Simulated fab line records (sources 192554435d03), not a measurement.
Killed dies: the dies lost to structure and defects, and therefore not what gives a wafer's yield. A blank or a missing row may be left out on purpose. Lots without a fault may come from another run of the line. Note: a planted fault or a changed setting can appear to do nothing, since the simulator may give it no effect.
Split-lot experiment	flow n5Finfet	21 wafers read across 7 lots, on a route 1938 steps long

== ABOUT THE SPLIT ==
At N5_BEOL_M0_SAQP_CUT_ETCH_46 (etches SOC in N2/H2, target depth 135 nm, overetch 27 nm, time 202.5 s), the setting timeS was moved away from the recipe's 202.5 s on 8 of the 21 wafers read, by -22.4% to +17.4%. This setting was run at the recipe's value on the other wafers.

== FROM THE SPLIT TO THE READING: what the file shows between them, 3 steps ==
- N5_BEOL_M0_SAQP_STRIP_74: strips in N2/H2
- N5_BEOL_M0_SAQP_STRIP_89: strips in N2/H2
- N5_BEOL_M0_SAQP_ALD_48: deposits SiO2, target thk 20 nm, pulse time 1 s, co reactant pulse time 1 s

== THE READING ==
BEOL_M0_SAQP.cdNm (the simulator's own value, which no gauge read), in nm, at N5_BEOL_M0_SAQP_ETCH_49 (etches SiO2 in CF4/O2, target depth 37 nm). No usual value for it is given in the file. Average 30.0 nm, standard deviation 0.32 nm, over the 13 wafers here run with the recipe.

wafer	tool, chamber at the split	timeS as run, s	against the recipe	BEOL_M0_SAQP.cdNm, nm	against lot-mates on the recipe
L074.1	rieDiel-01, 1	165.5	-18.3%	28.8	-1.0
L074.2	rieDiel-01, 3	202.5	recipe	29.8	-
L074.5	rieDiel-01, 2	165.5	-18.3%	29.2	-0.6
L076.1	rieDiel-01, 0	202.5	recipe	29.8	-
L076.4	rieDiel-01, 1	237.7	+17.4%	30.4	+0.7
L076.5	rieDiel-01, 2	202.5	recipe	29.6	-
L079.2	rieDiel-05, 0	157.2	-22.4%	28.8	-1.0
L079.3	rieDiel-05, 2	157.2	-22.4%	29.4	-0.4
L079.5	rieDiel-05, 1	202.5	recipe	29.8	-
L086.2	rieDiel-01, 3	176.5	-12.8%	29	-0.6
L086.5	rieDiel-01, 2	176.5	-12.8%	29	-0.6
L086.3	rieDiel-01, 2	202.5	recipe	29.6	-
L087.1	rieDiel-02, 3	202.5	recipe	30	-
L087.2	rieDiel-02, 2	160.8	-20.6%	29	-0.8
L087.6	rieDiel-02, 1	202.5	recipe	29.6	-
L090.3	rieDiel-05, 3	202.5	recipe	30.4	-
L090.5	rieDiel-05, 1	202.5	recipe	30.6	-
L090.6	rieDiel-05, 2	202.5	recipe	30.2	-
L094.1	rieDiel-02, 3	202.5	recipe	30	-
L094.6	rieDiel-02, 3	202.5	recipe	30	-
L094.3	rieDiel-02, 2	202.5	recipe	30.4	-

FIT RESULTS
A straight line over all 21 wafers: BEOL_M0_SAQP.cdNm changes by +0.0444 nm for each +1% of timeS; r = +0.82; the points scatter about the line by 0.33 nm.
The same after taking each lot's own level away (the mean of its wafers on the recipe; 21 wafers): +0.0382 nm for each +1%; r = +0.91; scatter 0.18 nm.
That fit puts the effect of the largest move of timeS on the reading at 0.86 nm.
Across the lots, their own levels run from 29.60 to 30.40 nm, a range of 2.5 times the standard deviation given above.
Hence the slope depends on the lot-to-lot level, as the two fits are not the same.
Check: -0.827 nm against its lot-mates is what the line predicts for one of the wafers moved furthest among these (-22.4%) when that wafer is left out of the fit. It came out at -1 nm against them.

== THE WHOLE CHAIN: every reading that the file lists as answering this split, in the file's order ==
step	what it does	reading	change (the file's fit)	r (the file's)
N5_BEOL_M0_SAQP_CUT_ETCH_46	etches SOC in N2/H2, target depth 135 nm, overetch 27 nm, time 202.5 s	SiARC_of_BEOL_M0_SAQP_COAT_72.thkNm (the simulator's own value, which no gauge read)	-0.0947 nm for each +1% of the setting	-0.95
N5_BEOL_M0_SAQP_CUT_ETCH_46	etches SOC in N2/H2, target depth 135 nm, overetch 27 nm, time 202.5 s	BEOL_M0_SAQP.cdNm (the simulator's own value, which no gauge read)	+0.0381 nm for each +1% of the setting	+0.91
N5_BEOL_M0_SAQP_ETCH_49	etches SiO2 in CF4/O2, target depth 37 nm	BEOL_M0_SAQP.cdNm (the simulator's own value, which no gauge read)	+0.0386 nm for each +1% of the setting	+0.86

== THE FILE'S OWN FIT ==
BEOL_M0_SAQP.cdNm changes by +0.0386 nm for each +1% of timeS, r = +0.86.
